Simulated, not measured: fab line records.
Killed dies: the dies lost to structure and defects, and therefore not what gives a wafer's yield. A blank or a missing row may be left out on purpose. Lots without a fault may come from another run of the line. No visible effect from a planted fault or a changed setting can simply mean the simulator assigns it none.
fab line records :: flow n5Finfet
record
  lots=3
  wafers=9
  lastDay=20
route steps=1938 shown SDB@374 DUMMY_REMOVAL@377 HKMG_FIN@385 BEOL_M4@1111 PASSIVATION@1936
lots that met no fault: from a run of the same line without faults
startH: hours from the record's first day to the start of the lot's first wafer shown :: waitH: hours elapsed since this lot's preceding step :: " the same as in the row above :: L1.1+2: a single row standing in for several wafers :: - value missing, or start not given :: * or withheld: withheld :: < > ~ a bound
route shown NAME@n: NAME is a module with steps in the file, n the number in the route of the first one :: usual: average and standard deviation across the fault-free wafers :: same: alike in all rows :: chamber/n: place in a boat :: sites: readings site by site :: _std_site: the values' standard deviation :: _edge_site: outer sites' mean less inner sites' :: radiusMm: for every site, how far away it sits from the centre of the wafer :: mask NAME#n: copy n :: behind: the tool/chamber that last shaped the wafer :: hold: why the lot went on hold/how many hours it stayed there/how the hold came to an end :: device: which transistor (n, p or np) failed to switch :: end of line: the same wafers' tests at the end of the route :: a step with no rows: only its recipe :: killed: dies lost to structure and defects at the first sort, not the wafer's yield :: map: dies across one wafer; x = killed, . = not, _ = none there
set.NAME: setting as actually run; set.NAME@STEP: the setting as run at that earlier step :: model.NAME: the simulator's own value behind a step, which no gauge read
a table for each step, a row for each wafer; lots at some steps of the route
services: a tool's chamber out of use, with start hour (startH, from the record's first day; less than 0 if before it), hours out, and reason
## steps
# step N5_SDB_CMP_30
# recipe
  stopOn=poly-Si
  tOverpolishS=1.54
  postCmpClean=alkalineBrush
  downForcePsi=4.1491
  platenRpm=51.796
  padVelocityMS=1.0306
  targetThkNm=30
# step N5_DUMMY_REMOVAL_HM_STRIP_01
# recipe
  chemistry=CH3F/O2
  material=SiNx
  targetDepthA=40
  stopOn=poly-Si
  timeS=6.8
  overEtchFrac=0.3
  ionEnergyEv=60
  powerW=410
  biasW=29
  Ar_flow_sccm=150
  CH3F_flow_sccm=30
  O2_flow_sccm=20
# step N5_DUMMY_REMOVAL_STRIP_10
# recipe
  chemistry=N2/H2
  timeS=40
  powerW=100
  tempC=40
  pressureMtorr=100
  rfFrequencyHz=6e+07
  biasPowerW=3
  n2FlowSccm=300
  h2FlowSccm=300
# step N5_DUMMY_REMOVAL_PRECLEAN_07
# recipe
  chemistry=dHF
  timeS=30
  tempC=25
  dilution=withheld
# step N5_DUMMY_REMOVAL_DUMMY_REMOVE_02
# recipe
  chemistry=TMAH
  tempC=70
  target=poly-Si
  stopOn=SiO2
  targetDepthNm=142
  concWtPct=5
  timeS=57
  dry=ipaMarangoni
  rinseTimeS=30
  rinseTempC=23
# step N5_DUMMY_REMOVAL_PRECLEAN_08
# recipe
  chemistry=NF3:NH3
  afsCycles=2
  tempC=30
  timeS=20
  sublimationTempC=180
  sublimationTimeS=60
  pressureTorr=3
  rfPowerW=30
# step N5_DUMMY_REMOVAL_PRECLEAN_04
# recipe
  chemistry=DHF
  timeS=37
  tempC=25
  dilution=500:1
# step N5_DUMMY_REMOVAL_SRD_05
# recipe
  dry=ipaMarangoni
  doPpb=5
  timeS=30
  tempC=23
  rinseLiquid=diw
# step N5_HKMG_FIN_IL_REGROW_00
# recipe
  material=SiO2
  targetThkA=7.5
  chemistry=O3
  tempC=withheld
  timeS=30
# step N5_HKMG_FIN_HK_ALD_01
# recipe
  material=HfO2
  targetThkA=16
  tempC=withheld
  aldPrecursorFamily=HfCl4
  aldCoReactant=H2O
  pulseTimeS=3
  purgeTimeS=3
  coReactantPurgeTimeS=2.5
  coReactantPulseTimeS=0.3
  aldCycles=30
# usual
  aldCycles=30/0
  precursorPulseHeightRel=1.001/0.021
# same
  coReactantPurgeTimeS=2.5
  purgeTimeS=3
lot.wafer: L262.1
tool: aldHk-02
chamber: 0
startH: 85.26
waitH: 0.0
aldCycles: 30
precursorPulseHeightRel: 0.995
model.HfO2_of_HKMG_FIN_HK_ALD_01.thkNm: 1.6

lot.wafer: L262.3
tool: aldHk-02
chamber: 2
startH: 85.26
waitH: 0.0
aldCycles: 30
precursorPulseHeightRel: 1.010
model.HfO2_of_HKMG_FIN_HK_ALD_01.thkNm: 1.6

lot.wafer: L262.5
tool: aldHk-02
chamber: 1
startH: 85.26
waitH: 0.0
aldCycles: 30
precursorPulseHeightRel: 0.953
model.HfO2_of_HKMG_FIN_HK_ALD_01.thkNm: 1.6

lot.wafer: L277.1
tool: aldHk-02
chamber: 1
startH: 170.13
waitH: 0.0
aldCycles: 21
precursorPulseHeightRel: 1.011
model.HfO2_of_HKMG_FIN_HK_ALD_01.thkNm: 1.2

lot.wafer: L277.4
tool: aldHk-02
chamber: 2
startH: 170.13
waitH: 0.0
aldCycles: 21
precursorPulseHeightRel: 1.002
model.HfO2_of_HKMG_FIN_HK_ALD_01.thkNm: 1.2

lot.wafer: L277.6
tool: aldHk-02
chamber: 1
startH: 170.13
waitH: 0.0
aldCycles: 30
precursorPulseHeightRel: 0.972
model.HfO2_of_HKMG_FIN_HK_ALD_01.thkNm: 1.6

lot.wafer: L281.2
tool: aldHk-01
chamber: 0
startH: 198.91
waitH: 0.0
aldCycles: 30
precursorPulseHeightRel: 1.004
model.HfO2_of_HKMG_FIN_HK_ALD_01.thkNm: 1.6

lot.wafer: L281.4
tool: aldHk-01
chamber: 2
startH: 198.91
waitH: 0.0
aldCycles: 30
precursorPulseHeightRel: 0.976
model.HfO2_of_HKMG_FIN_HK_ALD_01.thkNm: 1.6

lot.wafer: L281.5
tool: aldHk-01
chamber: 2
startH: 198.91
waitH: 0.0
aldCycles: 30
precursorPulseHeightRel: 0.979
model.HfO2_of_HKMG_FIN_HK_ALD_01.thkNm: 1.6
# step N5_HKMG_FIN_HK_ANNEAL_02
# recipe
  tempC=700
  timeS=30
  ambient=N2
  idleTempC=600
  rampUpCPerS=150
  rampDownCPerS=60
  coolToC=600
# step N5_HKMG_FIN_ALD_74
# recipe
  material=La2O3
  targetThkA=5
  tempC=250
  aldPrecursorFamily=La-Cp
  aldCoReactant=O3
  pulseTimeS=6
  coReactantPulseTimeS=1
  purgeTimeS=3
  coReactantPurgeTimeS=3
# step N5_HKMG_FIN_ALD_75
# recipe
  material=Al2O3
  targetThkA=10
  tempC=150
  aldPrecursorFamily=TMA
  aldCoReactant=H2O
  pulseTimeS=withheld
  coReactantPulseTimeS=1
# step N5_HKMG_FIN_COAT_41
# recipe
  resist=SOC
  tempC=250
  timeS=60
  spinRpm=1500
  resistThkNm=300
# step N5_HKMG_FIN_COAT_42
# recipe
  resist=SiARC
  tempC=220
  timeS=60
  spinRpm=1500
  resistThkNm=35
# step N5_HKMG_FIN_COAT_43
# recipe
  resist=CAR-ArF
  spinRpm=1500
  resistThkNm=90
# step N5_HKMG_FIN_EBR_45
# recipe
  solvent=PGMEA
  ebrWidthMm=1.5
# step N5_HKMG_FIN_SOFTBAKE_44
# recipe
  tempC=110
  timeS=60
  resist=CAR-ArF
# step N5_HKMG_FIN_EXPOSE_46
# recipe
  maskId=NDIPOLE
  na=1.35
  sourceShape=conventional
  sigmaOuter=0.8
  polarization=unpolarized
  doseMj=40
# step N5_HKMG_FIN_PEB_47
# recipe
  pebTempC=withheld
  pebTimeS=60
  resist=CAR-ArF
# step N5_HKMG_FIN_DEVELOP_48
# recipe
  developTimeS=30
  developer=TMAH
  resist=CAR-ArF
  rinseLiquid=diw
  dry=airSpin
  devTempC=23
# step N5_HKMG_FIN_DESCUM_53
# recipe
  chemistry=O2
  timeS=7.9
  sourcePowerW=50
  biasPowerW=20
  pressureMtorr=20
  rfFrequencyHz=2.712e+07
  tempC=40
  resist=CAR-ArF
  o2FlowSccm=225
# step N5_HKMG_FIN_ETCH_54
# recipe
  chemistry=CF4
  target=SiARC
  targetDepthA=455
  maskMaterial=CAR-ArF
  timeS=75.8
  ionEnergyEv=80
  pressureMtorr=40
  sourceW=545
  biasW=36
  Ar_flow_sccm=100
  cf4FlowSccm=100
  ends=cleared
# step N5_HKMG_FIN_ETCH_55
# recipe
  chemistry=N2/H2
  target=SOC
  targetDepthA=2400
  tempC=40
  timeS=300
  ionEnergyEv=200
  maskMaterial=SiARC
  pressureMtorr=30
  sourceW=840
  biasW=150
  n2FlowSccm=200
  h2FlowSccm=200
# step N5_HKMG_FIN_STRIP_56
# recipe
  chemistry=N2/H2
  tempC=40
  n2FlowSccm=200
  h2FlowSccm=200
  rfFrequencyHz=6e+07
# step N5_HKMG_FIN_STRIP_57
# recipe
  chemistry=CF4
  resist=SiARC
  powerW=300
  biasPowerW=75
  pressureMtorr=50
  cf4FlowSccm=150
  rfFrequencyHz=6e+07
# step N5_HKMG_FIN_ETCH_58
# recipe
  chemistry=N2/H2
  target=SOC
  targetDepthA=2158
  ionEnergyEv=50
  biasW=13
  timeS=741
  pressureMtorr=30
  sourceW=875
  n2FlowSccm=200
  h2FlowSccm=200
# step N5_HKMG_FIN_STRIP_93
# recipe
  chemistry=N2/H2
  material=SOC
  timeS=20
  powerW=500
  tempC=40
  pressureMtorr=50
  rfFrequencyHz=6e+07
  biasPowerW=8
  h2Frac=0.5
  n2FlowSccm=300
  h2FlowSccm=300
# step N5_HKMG_FIN_WET_ETCH_76
# recipe
  chemistry=dNH4OH
  mix=1:50
  tempC=25
  target=Al2O3
  stopOn=La2O3
  targetDepthNm=2.25
  dry=ipaMarangoni
  rinseTimeS=30
  rinseTempC=23
# step N5_HKMG_FIN_STRIP_60
# recipe
  chemistry=N2/H2
  powerW=2500
  tempC=300
  h2Frac=0.65
  timeS=360
  pressureMtorr=withheld
  n2FlowSccm=1750
  h2FlowSccm=3250
# step N5_HKMG_FIN_WET_ETCH_77
# recipe
  chemistry=dHCl
  mix=1:10000
  tempC=25
  target=La2O3
  stopOn=HfO2
  targetDepthNm=2
# step N5_HKMG_FIN_WET_ETCH_78
# recipe
  chemistry=dNH4OH
  mix=1:50
  tempC=25
  target=Al2O3
  stopOn=La2O3
  targetDepthNm=4.5
  dry=ipaMarangoni
  rinseTimeS=30
  rinseTempC=23
# step N5_HKMG_FIN_ALD_79
# recipe
  material=TiN
  targetThkA=15
  tempC=400
  aldPrecursorFamily=TiCl4
  aldCoReactant=NH3
  pulseTimeS=1
  purgeTimeS=3
  coReactantPurgeTimeS=2
  coReactantPulseTimeS=2
  aldCycles=68
  pressureTorr=3
# step N5_HKMG_FIN_CVD_62
# recipe
  material=a-Si
  targetThkA=30
  tempC=500
  precursor=Si2H6
  pressureTorr=1
  timeS=20.8
# step N5_HKMG_FIN_RTA_80
# recipe
  tempC=withheld
  timeS=2
  ambient=N2
  idleTempC=600
  rampUpCPerS=150
  rampDownCPerS=60
  coolToC=600
# step N5_HKMG_FIN_PRECLEAN_64
# recipe
  chemistry=dHF
  timeS=30
  tempC=25
  dilution=withheld
# step N5_HKMG_FIN_THK_MEAS_70
# recipe
  thkMeasGauge=xrf
  reads=HfO2_of_HKMG_FIN_HK_ALD_01
# usual
  HK_THK=1.610/0.024
lot.wafer: L262.1
tool: filmMetro-01
chamber: -
startH: 89.18
waitH: 0.2
HK_THK[nm]: 1.643

lot.wafer: L262.3
tool: filmMetro-01
chamber: -
startH: 89.18
waitH: 0.2
HK_THK[nm]: 1.622

lot.wafer: L262.5
tool: filmMetro-01
chamber: -
startH: 89.18
waitH: 0.2
HK_THK[nm]: 1.622

lot.wafer: L277.1
tool: filmMetro-01
chamber: -
startH: 173.62
waitH: 0.2
HK_THK[nm]: 1.117

lot.wafer: L277.4
tool: filmMetro-01
chamber: -
startH: 173.62
waitH: 0.2
HK_THK[nm]: 1.143

lot.wafer: L277.6
tool: filmMetro-01
chamber: -
startH: 173.62
waitH: 0.2
HK_THK[nm]: 1.623

lot.wafer: L281.2
tool: filmMetro-01
chamber: -
startH: 202.39
waitH: 0.2
HK_THK[nm]: 1.632

lot.wafer: L281.4
tool: filmMetro-01
chamber: -
startH: 202.39
waitH: 0.2
HK_THK[nm]: 1.627

lot.wafer: L281.5
tool: filmMetro-01
chamber: -
startH: 202.39
waitH: 0.2
HK_THK[nm]: 1.635
# step N5_BEOL_M4_RC_MEAS_101
# usual
  DIBL_N=36.3/1.9
  DIBL_P=36.6/2.4
  EOT_N=10.48/0.098
  EOT_P=10.43/0.098
  IGATE_N=0.0139/0.0022
  IGATE_P=0.0042/0.00065
  IOFF_N=0.17/0.037
  IOFF_P=0.23/0.04
  ION_N=682/14
  ION_P=468/8.6
  SS_N=71.6/0.67
  SS_P=73.4/0.71
  VT_N=248/3.3
  VT_P=-248.9/2.9
lot.wafer: L262.1
tool: prober-02
chamber: 0
startH: 193.59
waitH: 0.0
DIBL_N[mV/V]: 35.8
DIBL_P[mV/V]: 38.0
EOT_N: 10.33
EOT_P: 10.42
IGATE_N[nA/um]: 0.0150
IGATE_P[nA/um]: 0.0045
IOFF_N[nA/um]: 0.18
IOFF_P[nA/um]: 0.26
ION_N[uA/um]: 704
ION_P[uA/um]: 485
SS_N[mV/dec]: 71.6
SS_P[mV/dec]: 72.8
VT_N[mV]: 248
VT_P[mV]: -246.5

lot.wafer: L262.3
tool: prober-02
chamber: 0
startH: 193.59
waitH: 0.0
DIBL_N[mV/V]: 38.1
DIBL_P[mV/V]: 39.2
EOT_N: 10.41
EOT_P: 10.48
IGATE_N[nA/um]: 0.0134
IGATE_P[nA/um]: 0.0040
IOFF_N[nA/um]: 0.20
IOFF_P[nA/um]: 0.28
ION_N[uA/um]: 679
ION_P[uA/um]: 465
SS_N[mV/dec]: 72.0
SS_P[mV/dec]: 73.8
VT_N[mV]: 248
VT_P[mV]: -244.1

lot.wafer: L262.5
tool: prober-02
chamber: 0
startH: 193.59
waitH: 0.0
DIBL_N[mV/V]: 37.5
DIBL_P[mV/V]: 39.6
EOT_N: 10.33
EOT_P: 10.27
IGATE_N[nA/um]: 0.0168
IGATE_P[nA/um]: 0.0050
IOFF_N[nA/um]: 0.21
IOFF_P[nA/um]: 0.30
ION_N[uA/um]: 688
ION_P[uA/um]: 477
SS_N[mV/dec]: 71.9
SS_P[mV/dec]: 73.2
VT_N[mV]: 243
VT_P[mV]: -244.3

lot.wafer: L277.1
tool: prober-02
chamber: 0
startH: 331.91
waitH: 0.0
DIBL_N[mV/V]: 35.3
DIBL_P[mV/V]: 34.6
EOT_N: 9.53
EOT_P: 9.48
IGATE_N[nA/um]: 0.3854
IGATE_P[nA/um]: 0.1163
IOFF_N[nA/um]: 0.14
IOFF_P[nA/um]: 0.18
ION_N[uA/um]: 690
ION_P[uA/um]: 470
SS_N[mV/dec]: 71.1
SS_P[mV/dec]: 72.4
VT_N[mV]: 249
VT_P[mV]: -253.0

lot.wafer: L277.4
tool: prober-02
chamber: 0
startH: 331.91
waitH: 0.0
DIBL_N[mV/V]: 35.3
DIBL_P[mV/V]: 33.2
EOT_N: 9.64
EOT_P: 9.53
IGATE_N[nA/um]: 0.2979
IGATE_P[nA/um]: 0.0893
IOFF_N[nA/um]: 0.15
IOFF_P[nA/um]: 0.16
ION_N[uA/um]: 689
ION_P[uA/um]: 470
SS_N[mV/dec]: 72.0
SS_P[mV/dec]: 72.4
VT_N[mV]: 247
VT_P[mV]: -253.8

lot.wafer: L277.6
tool: prober-02
chamber: 0
startH: 331.91
waitH: 0.0
DIBL_N[mV/V]: 35.4
DIBL_P[mV/V]: 34.7
EOT_N: 10.40
EOT_P: 10.45
IGATE_N[nA/um]: 0.0136
IGATE_P[nA/um]: 0.0040
IOFF_N[nA/um]: 0.14
IOFF_P[nA/um]: 0.18
ION_N[uA/um]: 665
ION_P[uA/um]: 455
SS_N[mV/dec]: 71.6
SS_P[mV/dec]: 72.2
VT_N[mV]: 250
VT_P[mV]: -253.6

lot.wafer: L281.2
tool: prober-02
chamber: 0
startH: 356.60
waitH: 0.2
DIBL_N[mV/V]: 35.5
DIBL_P[mV/V]: 35.5
EOT_N: 10.63
EOT_P: 10.55
IGATE_N[nA/um]: 0.0119
IGATE_P[nA/um]: 0.0035
IOFF_N[nA/um]: 0.17
IOFF_P[nA/um]: 0.21
ION_N[uA/um]: 673
ION_P[uA/um]: 468
SS_N[mV/dec]: 71.1
SS_P[mV/dec]: 73.4
VT_N[mV]: 250
VT_P[mV]: -249.7

lot.wafer: L281.4
tool: prober-02
chamber: 0
startH: 356.60
waitH: 0.2
DIBL_N[mV/V]: 38.6
DIBL_P[mV/V]: 39.7
EOT_N: 10.46
EOT_P: 10.32
IGATE_N[nA/um]: 0.0146
IGATE_P[nA/um]: 0.0043
IOFF_N[nA/um]: 0.26
IOFF_P[nA/um]: 0.28
ION_N[uA/um]: 701
ION_P[uA/um]: 475
SS_N[mV/dec]: 72.0
SS_P[mV/dec]: 74.4
VT_N[mV]: 243
VT_P[mV]: -246.8

lot.wafer: L281.5
tool: prober-02
chamber: 0
startH: 356.60
waitH: 0.2
DIBL_N[mV/V]: 34.1
DIBL_P[mV/V]: 34.7
EOT_N: 10.48
EOT_P: 10.56
IGATE_N[nA/um]: 0.0133
IGATE_P[nA/um]: 0.0039
IOFF_N[nA/um]: 0.16
IOFF_P[nA/um]: 0.20
ION_N[uA/um]: 678
ION_P[uA/um]: 471
SS_N[mV/dec]: 70.9
SS_P[mV/dec]: 74.0
VT_N[mV]: 249
VT_P[mV]: -251.5
# step N5_PASSIVATION_PROBE_49
# usual
  defectLimitedYield=91.2/1.5
  killed_at_M0_to_M3=35/12
  killed_at_M4_up=14/5.1
  killedAtContacts=13/6
  killedAtFrontEnd=38/12
  killedAtOther=4/3.5
  killedDies=104/18
  killedOpen=68/13
  killedShort=33/8.1
  sort_bin_4_leakage=0.00/0.044
  sort_bin_5_function=5.2/1
  sort_bin_6_memory=3.2/0.69
  sortNPass=1076/18
  sortYieldPct=91.2/1.5
# same
  grossDies=1180
  killedAtBackSide=0
  sort_bin_8_speed[%]=0
lot.wafer: L262.1
tool: prober-02
chamber: -
startH: 317.58
waitH: 0.0
defectLimitedYield[%]: 92.4
killed_at_M0_to_M3: 37
killed_at_M4_up: 11
killedAtContacts: 6
killedAtFrontEnd: 32
killedAtOther: 4
killedDies: 90
killedOpen: 56
killedShort: 31
sort_bin_4_leakage[%]: 0
sort_bin_5_function[%]: 4.3
sort_bin_6_memory[%]: 3.1
sortNPass: 1090
sortYieldPct[%]: 92.4

lot.wafer: L262.3
tool: prober-02
chamber: -
startH: 317.68
waitH: 0.1
defectLimitedYield[%]: 91.9
killed_at_M0_to_M3: 43
killed_at_M4_up: 12
killedAtContacts: 16
killedAtFrontEnd: 23
killedAtOther: 1
killedDies: 95
killedOpen: 55
killedShort: 36
sort_bin_4_leakage[%]: 0
sort_bin_5_function[%]: 4.2
sort_bin_6_memory[%]: 3.5
sortNPass: 1085
sortYieldPct[%]: 91.9

lot.wafer: L262.5
tool: prober-02
chamber: -
startH: 317.78
waitH: 0.2
defectLimitedYield[%]: 94.2
killed_at_M0_to_M3: 26
killed_at_M4_up: 15
killedAtContacts: 6
killedAtFrontEnd: 20
killedAtOther: 1
killedDies: 68
killedOpen: 47
killedShort: 19
sort_bin_4_leakage[%]: 0
sort_bin_5_function[%]: 3.0
sort_bin_6_memory[%]: 2.5
sortNPass: 1112
sortYieldPct[%]: 94.2

lot.wafer: L277.1
tool: prober-01
chamber: -
startH: 433.12
waitH: 0.0
defectLimitedYield[%]: 92.0
killed_at_M0_to_M3: 24
killed_at_M4_up: 15
killedAtContacts: 11
killedAtFrontEnd: 37
killedAtOther: 7
killedDies: 94
killedOpen: 70
killedShort: 24
sort_bin_4_leakage[%]: 92.03
sort_bin_5_function[%]: 4.7
sort_bin_6_memory[%]: 3.1
sortNPass: 0
sortYieldPct[%]: 0

lot.wafer: L277.4
tool: prober-01
chamber: -
startH: 433.27
waitH: 0.2
defectLimitedYield[%]: 91.8
killed_at_M0_to_M3: 26
killed_at_M4_up: 14
killedAtContacts: 6
killedAtFrontEnd: 49
killedAtOther: 2
killedDies: 97
killedOpen: 62
killedShort: 35
sort_bin_4_leakage[%]: 91.78
sort_bin_5_function[%]: 5.1
sort_bin_6_memory[%]: 2.7
sortNPass: 0
sortYieldPct[%]: 0

lot.wafer: L277.6
tool: prober-01
chamber: -
startH: 433.37
waitH: 0.3
defectLimitedYield[%]: 91.0
killed_at_M0_to_M3: 44
killed_at_M4_up: 10
killedAtContacts: 11
killedAtFrontEnd: 40
killedAtOther: 1
killedDies: 106
killedOpen: 75
killedShort: 31
sort_bin_4_leakage[%]: 0
sort_bin_5_function[%]: 5.9
sort_bin_6_memory[%]: 2.5
sortNPass: 1074
sortYieldPct[%]: 91.0

lot.wafer: L281.2
tool: prober-02
chamber: -
startH: 468.87
waitH: 0.1
defectLimitedYield[%]: 89.5
killed_at_M0_to_M3: 53
killed_at_M4_up: 21
killedAtContacts: 21
killedAtFrontEnd: 29
killedAtOther: 0
killedDies: 124
killedOpen: 78
killedShort: 45
sort_bin_4_leakage[%]: 0
sort_bin_5_function[%]: 6.4
sort_bin_6_memory[%]: 3.7
sortNPass: 1056
sortYieldPct[%]: 89.5

lot.wafer: L281.4
tool: prober-02
chamber: -
startH: 468.97
waitH: 0.2
defectLimitedYield[%]: 92.2
killed_at_M0_to_M3: 37
killed_at_M4_up: 18
killedAtContacts: 7
killedAtFrontEnd: 30
killedAtOther: 0
killedDies: 92
killedOpen: 58
killedShort: 33
sort_bin_4_leakage[%]: 0.08
sort_bin_5_function[%]: 4.8
sort_bin_6_memory[%]: 2.8
sortNPass: 1087
sortYieldPct[%]: 92.1

lot.wafer: L281.5
tool: prober-02
chamber: -
startH: 469.02
waitH: 0.2
defectLimitedYield[%]: 92.7
killed_at_M0_to_M3: 33
killed_at_M4_up: 15
killedAtContacts: 13
killedAtFrontEnd: 21
killedAtOther: 4
killedDies: 86
killedOpen: 58
killedShort: 27
sort_bin_4_leakage[%]: 0
sort_bin_5_function[%]: 4.4
sort_bin_6_memory[%]: 2.6
sortNPass: 1094
sortYieldPct[%]: 92.7
# killed by level:class
L262.1 BEOL_M0_SAQP:geometricParticle:open=12 STI_FIN_REVEAL:geometricParticle:open=11 BEOL_M0_SAQP:geometricParticle:short=10 BEOL_M4:geometricParticle:open=6 FIN_SAQP:geometricParticle:short=5 DUMMY_GATE:geometricParticle:open=5 MOL_CONTACT_COAG:geometricParticle:short=4 BEOL_M1:geometricParticle:open=4
L262.3 BEOL_M0_SAQP:geometricParticle:short=17 MOL_CONTACT_COAG:geometricParticle:open=13 BEOL_M0_SAQP:geometricParticle:open=10 FIN_SAQP:geometricParticle:short=8 BEOL_M0:geometricParticle:open=8 BEOL_M3:geometricParticle:open=5 BEOL_M4:geometricParticle:open=4 STARTING-WAFER:geometricParticle:short=4
L262.5 BEOL_M0_SAQP:geometricParticle:open=10 BEOL_M1:geometricParticle:open=6 BEOL_M4:geometricParticle:open=6 MOL_CONTACT_COAG:geometricParticle:open=5 STARTING-WAFER:geometricParticle:short=5 FIN_SAQP:geometricParticle:open=4 BEOL_M0_SAQP:geometricParticle:short=3 BEOL_M0:geometricParticle:open=3
L277.1 FIN_SAQP:geometricParticle:open=15 BEOL_M2:geometricParticle:open=11 MOL_CONTACT_COAG:geometricParticle:open=10 FIN_SAQP:geometricParticle:short=6 BEOL_M4:geometricParticle:open=6 STI_FIN_REVEAL:geometricParticle:open=4 MIM_BOT:geometricParticle:short=4 DUMMY_GATE:geometricParticle:open=3
L277.4 FIN_SAQP:geometricParticle:short=17 FIN_SAQP:geometricParticle:open=14 BEOL_M2:geometricParticle:open=10 STI_FIN_REVEAL:geometricParticle:open=7 MOL_CONTACT_COAG:geometricParticle:open=6 BEOL_M4:geometricParticle:open=5 BEOL_M5:geometricParticle:open=5 STI_FIN_REVEAL:geometricParticle:short=3
L277.6 FIN_SAQP:geometricParticle:open=18 BEOL_M2:geometricParticle:open=11 BEOL_M1:geometricParticle:open=10 MOL_CONTACT_COAG:geometricParticle:open=9 BEOL_M0_SAQP:geometricParticle:open=8 FIN_SAQP:geometricParticle:short=7 BEOL_M0_SAQP:geometricParticle:short=7 STI_FIN_REVEAL:geometricParticle:open=5
L281.2 MOL_CONTACT_COAG:geometricParticle:open=17 BEOL_M0_SAQP:geometricParticle:short=13 STI_FIN_REVEAL:geometricParticle:open=8 BEOL_M1:geometricParticle:open=8 BEOL_M2:geometricParticle:open=8 BEOL_M4:geometricParticle:open=8 BEOL_M3:geometricParticle:open=7 GATE_CUT:geometricParticle:short=5
L281.4 BEOL_M0_SAQP:geometricParticle:short=9 FIN_SAQP:geometricParticle:short=7 MOL_CONTACT_COAG:geometricParticle:open=7 BEOL_M2:geometricParticle:open=7 BEOL_M4:geometricParticle:open=7 BEOL_M0_SAQP:geometricParticle:open=6 STI_FIN_REVEAL:geometricParticle:open=5 STARTING-WAFER:geometricParticle:open=5
L281.5 BEOL_M0_SAQP:geometricParticle:short=11 MOL_CONTACT_COAG:geometricParticle:open=10 BEOL_M4:geometricParticle:open=10 BEOL_M2:geometricParticle:open=9 STI_FIN_REVEAL:geometricParticle:open=5 GATE_CUT:geometricParticle:short=5 BEOL_M1:geometricParticle:open=4 MOL_CONTACT_COAG:geometricParticle:short=3
# map L277.6 (x killed, . not)
_________________...x..x.....________________
______________.....x..x.x....x.._____________
___________..x.............x.....x.__________
__________x......x.......x.x..x..x.._________
________........................x..x.._______
_______.....xx.....x...................______
______......x.........x..............x.._____
_____................x...................____
____.......x.....x......x..x.x............___
___.x.....x.....x..x......x................__
___...................................x....__
__............x.x...........x..x........x..._
__...x..........................x....x......_
_...............x....x.x....x.....x........x.
_........x......x............x..x..x........x
_xx.x.....x.xx.....................x.x.......
_....x.......................................
_.....x.........................x............
_.x............xx..........x........x........
_.....................x......................
_...x........................................
__..............x......x...x...............x_
__......x.....................x............._
___..x...............x....x..x.............__
___x.x............x..x.....................__
____.......................x............x.___
_____x..x................................____
______.....x............................_____
_______.......x................x....x..______
________.......x..x.x................._______
__________...x...........x.........._________
___________...x.............x......__________
______________..........x.x.x..x_____________
_________________............________________
# map L262.3 (x killed, . not)
_________________.....x......________________
______________.xx....x.x.x.....x_____________
___________.............x..........__________
__________..x...x....x............x._________
________......x......................._______
_______x....x..........x....x...x......______
______..x...........x..........x.x......_____
_____....x...x.x.........xx..............____
____x....x......x.................x.......___
___.....x..........x....x..x.x.......x.....__
___...............x...x......x.............__
__............x...............x............._
__...x......................................_
_......................xx...............x....
_...x......x........x..................x.....
_.....xx.....................................
_..........................x.................
_...x.......x...........................x..x.
_x........xx................x......x.x.......
_x.....................................x.....
_....x...x....x...x.....x...............x....
__.........................................._
__.................x.......x...x............_
___..x.....................................__
___..x...x...x.....x...x.................x.__
____......x................x............x.___
_____...x................x.......x.......____
______.............x.x.................._____
_______................................______
________......................x......._______
__________.......................x.x_________
___________........x...............__________
______________.................._____________
_________________..x.....x...________________
## services
tool: aldHk-02
chamber: -
startH: 119.93
hours: 2.8
kind: pm

tool: aldHk-01
chamber: -
startH: 122.63
hours: 1.8
kind: repair
## key
firstSign
  step=N5_HKMG_FIN_HK_ALD_01
  reading=aldCycles
  direction=down
  sigmas=99+
  usual=*
  struck=*
effect
  step=N5_HKMG_FIN_THK_MEAS_70
  reading=HK_THK
  direction=down
  sigmas=20
  usual=1.610
  struck=1.130
effect
  step=N5_BEOL_M4_RC_MEAS_101
  reading=IGATE_P
  direction=up
  sigmas=99+
  usual=0.0042
  struck=0.1028
effect
  step=N5_BEOL_M4_RC_MEAS_101
  reading=IGATE_N
  direction=up
  sigmas=99+
  usual=0.0139
  struck=0.3416
effect
  step=N5_BEOL_M4_RC_MEAS_101
  reading=EOT_P
  direction=down
  sigmas=9.4
  usual=10.43
  struck=9.51
effect
  step=N5_BEOL_M4_RC_MEAS_101
  reading=EOT_N
  direction=down
  sigmas=9.1
  usual=10.48
  struck=9.59
effect
  step=N5_PASSIVATION_PROBE_49
  reading=sort_bin_4_leakage
  direction=up
  sigmas=99+
  usual=0.00
  struck=91.91
modelEffect
  step=N5_HKMG_FIN_HK_ALD_01
  value=HfO2_of_HKMG_FIN_HK_ALD_01.thkNm
  without=1.6
  struck=1.2
metAt N5_HKMG_FIN_HK_ALD_01
struckWafers L277.1,L277.4
onsetBetween 85.26 170.13
fault
  kind=processParameterDrift
  tool=aldHk-02
  chamber=-
  onsetH=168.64
  steps=N5_HKMG_FIN_HK_ALD_01
  channel=aldCycles
  offset=*
  shape=step
  endH=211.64
  scope=struckWafersOnly
  actsIn=*
  stated=*
